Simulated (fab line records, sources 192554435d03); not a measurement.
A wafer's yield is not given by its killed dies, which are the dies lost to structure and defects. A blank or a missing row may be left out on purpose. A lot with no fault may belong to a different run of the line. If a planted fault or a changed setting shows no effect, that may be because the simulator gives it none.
Which tool did it? / flow n5 finfet / 24 lots, 72 wafers sampled, at 6 steps of a route of 1938

## WHAT THE GAUGES READ, wafer by wafer
N5_BEOL_M4_OVL_MEAS_29. Usual: V3_OVL gives 0.2 nm (standard deviation 0.67).
lot=L075; measured=day 7 11:19; on=overlay-02; V3_OVL (nm)=0.7 0.6 0.5; flag=
lot=L074; measured=day 7 11:53; on=overlay-02; V3_OVL (nm)=-0.4 0.5 0.4; flag=
lot=L076; measured=day 7 19:33; on=overlay-02; V3_OVL (nm)=-1.1 0.1 -1.1; flag=
lot=L077; measured=day 8 11:05; on=overlay-02; V3_OVL (nm)=0.6 0.5 1.0; flag=
lot=L078; measured=day 8 12:13; on=overlay-02; V3_OVL (nm)=-0.3 0.2 -0.5; flag=
lot=L079; measured=day 8 16:49; on=overlay-02; V3_OVL (nm)=-0.2 0.9 0.2; flag=
lot=L080; measured=day 9 00:43; on=overlay-01; V3_OVL (nm)=1.2 0.6 0.6; flag=
lot=L081; measured=day 9 15:32; on=overlay-01; V3_OVL (nm)=-0.4 -0.4 0.2; flag=
lot=L082; measured=day 9 15:40; on=overlay-02; V3_OVL (nm)=-0.2 0.0 1.0; flag=
lot=L083; measured=day 9 18:14; on=overlay-01; V3_OVL (nm)=-0.2 0.2 0.1; flag=
lot=L084; measured=day 9 21:35; on=overlay-02; V3_OVL (nm)=-0.3 0.2 0.0; flag=
lot=L086; measured=day 10 07:47; on=overlay-02; V3_OVL (nm)=-0.7 0.0 -0.2; flag=
lot=L087; measured=day 10 16:33; on=overlay-02; V3_OVL (nm)=1.3 0.8 1.1; flag=
lot=L085; measured=day 10 20:08; on=overlay-02; V3_OVL (nm)=0.5 1.2 0.8; flag=
lot=L088; measured=day 10 21:34; on=overlay-02; V3_OVL (nm)=0.7 0.3 0.9; flag=
lot=L089; measured=day 11 09:02; on=overlay-01; V3_OVL (nm)=-0.1 1.3 0.6; flag=
lot=L090; measured=day 11 09:53; on=overlay-02; V3_OVL (nm)=0.3 1.4 -0.1; flag=
lot=L091; measured=day 11 18:12; on=overlay-02; V3_OVL (nm)=0.1 0.2 0.2; flag=
lot=L093; measured=day 12 08:52; on=overlay-02; V3_OVL (nm)=1.1 0.5 1.3; flag=
lot=L094; measured=day 12 20:02; on=overlay-01; V3_OVL (nm)=0.3 0.9 0.3; flag=
lot=L092; measured=day 12 21:07; on=overlay-01; V3_OVL (nm)=0.1 -0.1 -0.3; flag=
lot=L095; measured=day 13 04:58; on=overlay-01; V3_OVL (nm)=0.3 0.3 0.0; flag=
lot=L096; measured=day 13 17:55; on=overlay-01; V3_OVL (nm)=-1.0 -1.1 -0.6; flag=
lot=L097; measured=day 14 01:43; on=overlay-02; V3_OVL (nm)=-0.9 -1.4 -0.3; flag=

N5_BEOL_M4_OCD_MEAS_38. Usual: trench depth nm 55.4 nm, standard deviation 1.4.
lot=L075; measured=day 7 12:47; on=ocd-02; trench depth nm (nm)=56.5 53.0 55.9; flag=
lot=L074; measured=day 7 13:06; on=ocd-02; trench depth nm (nm)=53.5 54.4 56.3; flag=
lot=L076; measured=day 8 06:39; on=ocd-02; trench depth nm (nm)=56.8 54.0 57.4; flag=
lot=L077; measured=day 8 12:42; on=ocd-01; trench depth nm (nm)=55.3 53.3 56.1; flag=
lot=L078; measured=day 8 14:39; on=ocd-01; trench depth nm (nm)=54.2 55.3 56.6; flag=
lot=L079; measured=day 8 19:22; on=ocd-02; trench depth nm (nm)=54.6 56.9 54.2; flag=
lot=L080; measured=day 9 03:15; on=ocd-01; trench depth nm (nm)=54.1 53.3 53.9; flag=
lot=L081; measured=day 9 16:33; on=ocd-02; trench depth nm (nm)=53.9 56.1 56.5; flag=
lot=L082; measured=day 9 17:25; on=ocd-02; trench depth nm (nm)=56.1 54.2 54.1; flag=
lot=L083; measured=day 9 22:27; on=ocd-01; trench depth nm (nm)=57.3 56.9 56.8; flag=
lot=L084; measured=day 9 23:25; on=ocd-02; trench depth nm (nm)=53.6 54.4 54.6; flag=
lot=L086; measured=day 10 15:12; on=ocd-01; trench depth nm (nm)=55.4 53.4 55.4; flag=
lot=L087; measured=day 10 19:05; on=ocd-01; trench depth nm (nm)=54.5 56.1 56.1; flag=
lot=L085; measured=day 10 22:14; on=ocd-01; trench depth nm (nm)=53.7 55.3 55.9; flag=
lot=L088; measured=day 10 22:43; on=ocd-02; trench depth nm (nm)=55.2 56.8 54.5; flag=
lot=L089; measured=day 11 22:16; on=ocd-01; trench depth nm (nm)=54.5 54.3 55.9; flag=
lot=L090; measured=day 12 01:47; on=ocd-01; trench depth nm (nm)=56.6 56.3 54.3; flag=
lot=L091; measured=day 12 07:31; on=ocd-02; trench depth nm (nm)=55.3 58.2 54.1; flag=
lot=L093; measured=day 12 19:38; on=ocd-01; trench depth nm (nm)=54.0 56.2 53.8; flag=
lot=L094; measured=day 13 04:10; on=ocd-02; trench depth nm (nm)=55.9 57.1 55.2; flag=
lot=L092; measured=day 13 04:10; on=ocd-01; trench depth nm (nm)=53.7 54.5 56.4; flag=
lot=L095; measured=day 13 11:41; on=ocd-01; trench depth nm (nm)=54.7 58.2 54.5; flag=
lot=L096; measured=day 14 02:31; on=ocd-01; trench depth nm (nm)=55.5 52.9 55.9; flag=
lot=L097; measured=day 14 09:21; on=ocd-01; trench depth nm (nm)=54.3 54.7 56.2; flag=

N5_BEOL_M4_INSPECT_59: inspects for defects (darkfield). Usual: raw defect count 75, standard deviation 25.
lot=L075; measured=day 7 16:38; on=defect inspect-02; raw defect count=63 78 121; flag=
lot=L074; measured=day 7 17:02; on=defect inspect-01; raw defect count=88 156 79; flag=
lot=L076; measured=day 8 12:32; on=defect inspect-02; raw defect count=84 108 90; flag=
lot=L077; measured=day 8 17:43; on=defect inspect-02; raw defect count=102 67 76; flag=
lot=L078; measured=day 8 18:50; on=defect inspect-01; raw defect count=58 87 33; flag=
lot=L079; measured=day 9 00:20; on=defect inspect-01; raw defect count=73 44 32; flag=
lot=L080; measured=day 9 07:54; on=defect inspect-01; raw defect count=51 56 101; flag=
lot=L081; measured=day 9 20:39; on=defect inspect-01; raw defect count=115 80 69; flag=
lot=L082; measured=day 10 00:01; on=defect inspect-02; raw defect count=70 58 53; flag=
lot=L083; measured=day 10 02:04; on=defect inspect-02; raw defect count=56 83 77; flag=
lot=L084; measured=day 10 03:52; on=defect inspect-02; raw defect count=72 141 94; flag=
lot=L086; measured=day 10 21:04; on=defect inspect-01; raw defect count=90 39 95; flag=
lot=L087; measured=day 10 23:23; on=defect inspect-01; raw defect count=74 68 120; flag=
lot=L085; measured=day 11 02:00; on=defect inspect-02; raw defect count=49 63 38; flag=
lot=L088; measured=day 11 03:19; on=defect inspect-02; raw defect count=76 58 50; flag=
lot=L089; measured=day 12 02:35; on=defect inspect-01; raw defect count=106 65 119; flag=
lot=L090; measured=day 12 05:52; on=defect inspect-01; raw defect count=56 66 69; flag=
lot=L091; measured=day 12 12:55; on=defect inspect-02; raw defect count=73 57 57; flag=
lot=L093; measured=day 13 00:14; on=defect inspect-02; raw defect count=90 50 70; flag=
lot=L094; measured=day 13 07:58; on=defect inspect-02; raw defect count=101 169 89; flag=
lot=L092; measured=day 13 08:07; on=defect inspect-02; raw defect count=57 75 52; flag=
lot=L095; measured=day 13 17:07; on=defect inspect-02; raw defect count=66 56 91; flag=
lot=L096; measured=day 14 07:51; on=defect inspect-02; raw defect count=81 57 41; flag=
lot=L097; measured=day 14 13:18; on=defect inspect-01; raw defect count=39 50 41; flag=

N5_BEOL_M5_OVL_MEAS_29. Usual: V4_OVL gives 0.2 nm (standard deviation 0.66).
lot=L075; measured=day 7 20:10; on=overlay-02; V4_OVL (nm)=1.5 0.9 1.3; flag=
lot=L074; measured=day 7 20:44; on=overlay-02; V4_OVL (nm)=0.0 -1.5 -0.1; flag=
lot=L076; measured=day 8 16:46; on=overlay-02; V4_OVL (nm)=0.3 0.1 0.8; flag=
lot=L077; measured=day 8 22:04; on=overlay-01; V4_OVL (nm)=-0.4 -0.6 0.0; flag=
lot=L078; measured=day 8 23:50; on=overlay-02; V4_OVL (nm)=-0.1 -0.5 0.8; flag=
lot=L079; measured=day 9 04:08; on=overlay-02; V4_OVL (nm)=-0.5 0.5 0.0; flag=
lot=L080; measured=day 9 14:05; on=overlay-01; V4_OVL (nm)=0.5 -1.0 -0.5; flag=
lot=L081; measured=day 10 00:25; on=overlay-02; V4_OVL (nm)=0.5 0.0 0.4; flag=
lot=L082; measured=day 10 05:34; on=overlay-01; V4_OVL (nm)=1.0 -0.5 0.6; flag=
lot=L083; measured=day 10 06:05; on=overlay-01; V4_OVL (nm)=0.8 1.1 0.4; flag=
lot=L084; measured=day 10 08:34; on=overlay-01; V4_OVL (nm)=-0.5 0.5 -0.2; flag=
lot=L086; measured=day 11 00:58; on=overlay-01; V4_OVL (nm)=-0.7 0.3 -0.2; flag=
lot=L087; measured=day 11 02:57; on=overlay-02; V4_OVL (nm)=-1.0 -0.2 -0.5; flag=
lot=L085; measured=day 11 05:34; on=overlay-02; V4_OVL (nm)=0.8 1.0 0.2; flag=
lot=L088; measured=day 11 06:55; on=overlay-01; V4_OVL (nm)=1.9 0.8 0.4; flag=
lot=L089; measured=day 12 13:29; on=overlay-01; V4_OVL (nm)=1.0 0.6 0.4; flag=
lot=L090; measured=day 12 13:20; on=overlay-01; V4_OVL (nm)=-0.7 -0.4 0.0; flag=
lot=L091; measured=day 12 18:47; on=overlay-01; V4_OVL (nm)=0.5 0.3 0.6; flag=
lot=L093; measured=day 13 03:41; on=overlay-02; V4_OVL (nm)=0.2 -0.4 0.0; flag=
lot=L094; measured=day 13 13:36; on=overlay-01; V4_OVL (nm)=-0.6 0.5 0.3; flag=
lot=L092; measured=day 13 13:25; on=overlay-01; V4_OVL (nm)=-0.5 -0.5 -1.0; flag=
lot=L095; measured=day 13 23:20; on=overlay-01; V4_OVL (nm)=0.0 -0.3 -0.5; flag=
lot=L096; measured=day 14 11:52; on=overlay-01; V4_OVL (nm)=1.3 -0.6 0.7; flag=
lot=L097; measured=day 14 20:28; on=overlay-02; V4_OVL (nm)=0.1 -0.7 -0.5; flag=

## WHAT TOOL EACH LOT RAN ON (gives the tool, then ch and the chambers of the sampled wafers, and finally the start)
lot=L075; N5_BEOL_M4_STRIP_97=rie diel-05 ch 0,1,2, day 7 12:47 or earlier; N5_BEOL_M5_CURE_79=uv cure-01 ch 1, day 7 17:46
lot=L074; N5_BEOL_M4_STRIP_97=rie diel-04 ch 1,2,3, day 7 13:06 or earlier; N5_BEOL_M5_CURE_79=uv cure-01 ch 2, day 7 18:19
lot=L076; N5_BEOL_M4_STRIP_97=rie diel-06 ch 0,3, day 8 06:39 or earlier; N5_BEOL_M5_CURE_79=uv cure-01 ch 2, day 8 13:35
lot=L077; N5_BEOL_M4_STRIP_97=rie diel-04 ch 1,2,3, day 8 12:42 or earlier; N5_BEOL_M5_CURE_79=uv cure-01 ch 1, day 8 18:47
lot=L078; N5_BEOL_M4_STRIP_97=rie diel-04 ch 2,3, day 8 14:39 or earlier; N5_BEOL_M5_CURE_79=uv cure-03 ch 1, day 8 19:53
lot=L079; N5_BEOL_M4_STRIP_97=rie diel-06 ch 0,1,2, day 8 19:22 or earlier; N5_BEOL_M5_CURE_79=uv cure-02 ch 2, day 9 01:23
lot=L080; N5_BEOL_M4_STRIP_97=rie diel-05 ch 0,2, day 9 03:15 or earlier; N5_BEOL_M5_CURE_79=uv cure-02 ch 1, day 9 08:57
lot=L081; N5_BEOL_M4_STRIP_97=rie diel-05 ch 1,3, day 9 16:33 or earlier; N5_BEOL_M5_CURE_79=uv cure-02 ch 2, day 9 21:42
lot=L082; N5_BEOL_M4_STRIP_97=rie diel-05 ch 1,3, day 9 17:25 or earlier; N5_BEOL_M5_CURE_79=uv cure-01 ch 1, day 10 01:15
lot=L083; N5_BEOL_M4_STRIP_97=rie diel-05 ch 1, day 9 22:27 or earlier; N5_BEOL_M5_CURE_79=uv cure-02 ch 0, day 10 03:12
lot=L084; N5_BEOL_M4_STRIP_97=rie diel-04 ch 1,2, day 9 23:25 or earlier; N5_BEOL_M5_CURE_79=uv cure-01 ch 0, day 10 04:59
lot=L086; N5_BEOL_M4_STRIP_97=rie diel-06 ch 0,2, day 10 15:12 or earlier; N5_BEOL_M5_CURE_79=uv cure-03 ch 0, day 10 22:12
lot=L087; N5_BEOL_M4_STRIP_97=rie diel-05 ch 0,1,2, day 10 19:05 or earlier; N5_BEOL_M5_CURE_79=uv cure-03 ch 0, day 11 00:25
lot=L085; N5_BEOL_M4_STRIP_97=rie diel-06 ch 0,2, day 10 22:14 or earlier; N5_BEOL_M5_CURE_79=uv cure-02 ch 0, day 11 03:04
lot=L088; N5_BEOL_M4_STRIP_97=rie diel-06 ch 0,3, day 10 22:43 or earlier; N5_BEOL_M5_CURE_79=uv cure-03 ch 2, day 11 04:28
lot=L089; N5_BEOL_M4_STRIP_97=rie diel-04 ch 0,2,3, day 11 22:16 or earlier; N5_BEOL_M5_CURE_79=uv cure-01 ch 2, day 12 03:38
lot=L090; N5_BEOL_M4_STRIP_97=rie diel-05 ch 0,1,2, day 12 01:47 or earlier; N5_BEOL_M5_CURE_79=uv cure-01 ch 2, day 12 07:04
lot=L091; N5_BEOL_M4_STRIP_97=rie diel-06 ch 0,1,2, day 12 07:31 or earlier; N5_BEOL_M5_CURE_79=uv cure-02 ch 0, day 12 13:58
lot=L093; N5_BEOL_M4_STRIP_97=rie diel-04 ch 1,2,3, day 12 19:38 or earlier; N5_BEOL_M5_CURE_79=uv cure-03 ch 1, day 13 01:17
lot=L094; N5_BEOL_M4_STRIP_97=rie diel-05 ch 0,3, day 13 04:10 or earlier; N5_BEOL_M5_CURE_79=uv cure-03 ch 2, day 13 09:10
lot=L092; N5_BEOL_M4_STRIP_97=rie diel-06 ch 0,2,3, day 13 04:10 or earlier; N5_BEOL_M5_CURE_79=uv cure-02 ch 2, day 13 09:10
lot=L095; N5_BEOL_M4_STRIP_97=rie diel-06 ch 0,1, day 13 11:41 or earlier; N5_BEOL_M5_CURE_79=uv cure-03 ch 1, day 13 18:29
lot=L096; N5_BEOL_M4_STRIP_97=rie diel-04 ch 1,3, day 14 02:31 or earlier; N5_BEOL_M5_CURE_79=uv cure-01 ch 0, day 14 08:54
lot=L097; N5_BEOL_M4_STRIP_97=rie diel-04 ch 0,2,3, day 14 09:21 or earlier; N5_BEOL_M5_CURE_79=uv cure-02 ch 2, day 14 14:21
- N5_BEOL_M4_STRIP_97: strips in N2/H2, time 10 s.
- N5_BEOL_M5_CURE_79: cures SiCOH lowk, time 240 s.

## AS READ BY THE TOOLS THEMSELVES (means over the sampled wafers that have a number; for cases with no such wafer, the mark the record gives instead)
N5_BEOL_M4_STRIP_97. Usual: drypump motor current A 5.8 A, standard deviation 0.46; oes product au 0.80 a.u., standard deviation 0.1; rf vpp V 59.1 V, standard deviation 0.85; showerhead plenum p Torr 2.51 Torr, standard deviation 0.087; throttle valve pct 23.6 %, standard deviation 0.4.
lot=L075; tool=rie diel-05; drypump motor current A (A)=5.7; oes product au (a.u.)=0.75; rf vpp V (V)=58.5; showerhead plenum p Torr (Torr)=2.51; throttle valve pct (%)=23.5; flag=
lot=L074; tool=rie diel-04; drypump motor current A (A)=5.5; oes product au (a.u.)=0.77; rf vpp V (V)=59.0; showerhead plenum p Torr (Torr)=2.52; throttle valve pct (%)=23.3; flag=
lot=L076; tool=rie diel-06; drypump motor current A (A)=6.5; oes product au (a.u.)=0.80; rf vpp V (V)=58.7; showerhead plenum p Torr (Torr)=2.48; throttle valve pct (%)=23.7; flag=
lot=L077; tool=rie diel-04; drypump motor current A (A)=5.5; oes product au (a.u.)=0.77; rf vpp V (V)=59.4; showerhead plenum p Torr (Torr)=2.52; throttle valve pct (%)=23.3; flag=
lot=L078; tool=rie diel-04; drypump motor current A (A)=5.6; oes product au (a.u.)=0.77; rf vpp V (V)=58.4; showerhead plenum p Torr (Torr)=2.59; throttle valve pct (%)=23.6; flag=
lot=L079; tool=rie diel-06; drypump motor current A (A)=6.0; oes product au (a.u.)=0.69; rf vpp V (V)=58.6; showerhead plenum p Torr (Torr)=2.47; throttle valve pct (%)=23.9; flag=
lot=L080; tool=rie diel-05; drypump motor current A (A)=5.3; oes product au (a.u.)=0.69; rf vpp V (V)=59.5; showerhead plenum p Torr (Torr)=2.54; throttle valve pct (%)=23.5; flag=
lot=L081; tool=rie diel-05; drypump motor current A (A)=5.9; oes product au (a.u.)=0.79; rf vpp V (V)=60.1; showerhead plenum p Torr (Torr)=2.50; throttle valve pct (%)=24.0; flag=
lot=L082; tool=rie diel-05; drypump motor current A (A)=5.8; oes product au (a.u.)=0.74; rf vpp V (V)=59.9; showerhead plenum p Torr (Torr)=2.51; throttle valve pct (%)=24.2; flag=
lot=L083; tool=rie diel-05; drypump motor current A (A)=6.0; oes product au (a.u.)=0.85; rf vpp V (V)=58.1; showerhead plenum p Torr (Torr)=2.50; throttle valve pct (%)=23.7; flag=
lot=L084; tool=rie diel-04; drypump motor current A (A)=5.6; oes product au (a.u.)=0.70; rf vpp V (V)=59.3; showerhead plenum p Torr (Torr)=2.57; throttle valve pct (%)=23.6; flag=
lot=L086; tool=rie diel-06; drypump motor current A (A)=6.2; oes product au (a.u.)=0.88; rf vpp V (V)=58.2; showerhead plenum p Torr (Torr)=2.46; throttle valve pct (%)=23.5; flag=
lot=L087; tool=rie diel-05; drypump motor current A (A)=5.6; oes product au (a.u.)=0.83; rf vpp V (V)=59.2; showerhead plenum p Torr (Torr)=2.60; throttle valve pct (%)=23.4; flag=
lot=L085; tool=rie diel-06; drypump motor current A (A)=6.2; oes product au (a.u.)=0.86; rf vpp V (V)=59.1; showerhead plenum p Torr (Torr)=2.46; throttle valve pct (%)=23.6; flag=
lot=L088; tool=rie diel-06; drypump motor current A (A)=6.6; oes product au (a.u.)=0.90; rf vpp V (V)=59.1; showerhead plenum p Torr (Torr)=2.47; throttle valve pct (%)=23.4; flag=
lot=L089; tool=rie diel-04; drypump motor current A (A)=5.6; oes product au (a.u.)=0.81; rf vpp V (V)=59.4; showerhead plenum p Torr (Torr)=2.60; throttle valve pct (%)=23.5; flag=
lot=L090; tool=rie diel-05; drypump motor current A (A)=5.6; oes product au (a.u.)=0.81; rf vpp V (V)=59.7; showerhead plenum p Torr (Torr)=2.60; throttle valve pct (%)=23.4; flag=
lot=L091; tool=rie diel-06; drypump motor current A (A)=6.0; oes product au (a.u.)=0.85; rf vpp V (V)=58.4; showerhead plenum p Torr (Torr)=2.46; throttle valve pct (%)=23.6; flag=
lot=L093; tool=rie diel-04; drypump motor current A (A)=5.4; oes product au (a.u.)=0.72; rf vpp V (V)=58.9; showerhead plenum p Torr (Torr)=2.50; throttle valve pct (%)=23.4; flag=
lot=L094; tool=rie diel-05; drypump motor current A (A)=5.7; oes product au (a.u.)=0.91; rf vpp V (V)=60.3; showerhead plenum p Torr (Torr)=2.62; throttle valve pct (%)=23.5; flag=
lot=L092; tool=rie diel-06; drypump motor current A (A)=6.2; oes product au (a.u.)=0.79; rf vpp V (V)=59.4; showerhead plenum p Torr (Torr)=2.45; throttle valve pct (%)=23.7; flag=
lot=L095; tool=rie diel-06; drypump motor current A (A)=6.4; oes product au (a.u.)=0.90; rf vpp V (V)=58.3; showerhead plenum p Torr (Torr)=2.47; throttle valve pct (%)=23.4; flag=
lot=L096; tool=rie diel-04; drypump motor current A (A)=5.3; oes product au (a.u.)=0.76; rf vpp V (V)=59.0; showerhead plenum p Torr (Torr)=2.43; throttle valve pct (%)=23.0; flag=
lot=L097; tool=rie diel-04; drypump motor current A (A)=5.6; oes product au (a.u.)=0.79; rf vpp V (V)=59.5; showerhead plenum p Torr (Torr)=2.59; throttle valve pct (%)=23.5; flag=

N5_BEOL_M5_CURE_79. Usual: lamp power pct 52.32 %, standard deviation 0.052; wafer_temp_C_max 387.0, standard deviation 0.54.
lot=L075; tool=uv cure-01; lamp power pct (%)=52.28; wafer_temp_C_max=387.5; flag=
lot=L074; tool=uv cure-01; lamp power pct (%)=52.29; wafer_temp_C_max=387.2; flag=
lot=L076; tool=uv cure-01; lamp power pct (%)=52.31; wafer_temp_C_max=387.3; flag=
lot=L077; tool=uv cure-01; lamp power pct (%)=52.31; wafer_temp_C_max=387.3; flag=
lot=L078; tool=uv cure-03; lamp power pct (%)=52.35; wafer_temp_C_max=386.3; flag=
lot=L079; tool=uv cure-02; lamp power pct (%)=52.28; wafer_temp_C_max=387.5; flag=
lot=L080; tool=uv cure-02; lamp power pct (%)=52.31; wafer_temp_C_max=386.6; flag=
lot=L081; tool=uv cure-02; lamp power pct (%)=52.32; wafer_temp_C_max=387.5; flag=
lot=L082; tool=uv cure-01; lamp power pct (%)=52.34; wafer_temp_C_max=387.1; flag=
lot=L083; tool=uv cure-02; lamp power pct (%)=52.32; wafer_temp_C_max=387.0; flag=
lot=L084; tool=uv cure-01; lamp power pct (%)=52.32; wafer_temp_C_max=386.7; flag=
lot=L086; tool=uv cure-03; lamp power pct (%)=52.35; wafer_temp_C_max=386.1; flag=
lot=L087; tool=uv cure-03; lamp power pct (%)=52.30; wafer_temp_C_max=386.1; flag=
lot=L085; tool=uv cure-02; lamp power pct (%)=52.36; wafer_temp_C_max=387.0; flag=
lot=L088; tool=uv cure-03; lamp power pct (%)=52.32; wafer_temp_C_max=386.5; flag=
lot=L089; tool=uv cure-01; lamp power pct (%)=52.27; wafer_temp_C_max=387.3; flag=
lot=L090; tool=uv cure-01; lamp power pct (%)=52.32; wafer_temp_C_max=387.1; flag=
lot=L091; tool=uv cure-02; lamp power pct (%)=52.32; wafer_temp_C_max=386.9; flag=
lot=L093; tool=uv cure-03; lamp power pct (%)=52.30; wafer_temp_C_max=386.2; flag=
lot=L094; tool=uv cure-03; lamp power pct (%)=52.37; wafer_temp_C_max=386.5; flag=
lot=L092; tool=uv cure-02; lamp power pct (%)=52.29; wafer_temp_C_max=387.1; flag=
lot=L095; tool=uv cure-03; lamp power pct (%)=52.29; wafer_temp_C_max=386.4; flag=
lot=L096; tool=uv cure-01; lamp power pct (%)=52.32; wafer_temp_C_max=387.0; flag=
lot=L097; tool=uv cure-02; lamp power pct (%)=52.28; wafer_temp_C_max=387.3; flag=

## THE ANSWER, worked out from the rows above alone
Rule: a lot counts as off when the mean over its wafers that have a number is more than 3 standard deviations away from the usual mean. Also off: a lot with no number at a reading for which 4 or more lots have one. The other lots that the step has rows for count as sound. After the gauges, taken in route order, come the tools' own readings; for these a lot's mean is taken, as printed above. The first step at which some lot is off is used, and at that step the reading that is off furthest; a lot without a number counts as furthest.
No lot is off on any of the readings shown, so nothing can be concluded from this.

## WHAT HAD BEEN PUT IN BY THE SIMULATOR
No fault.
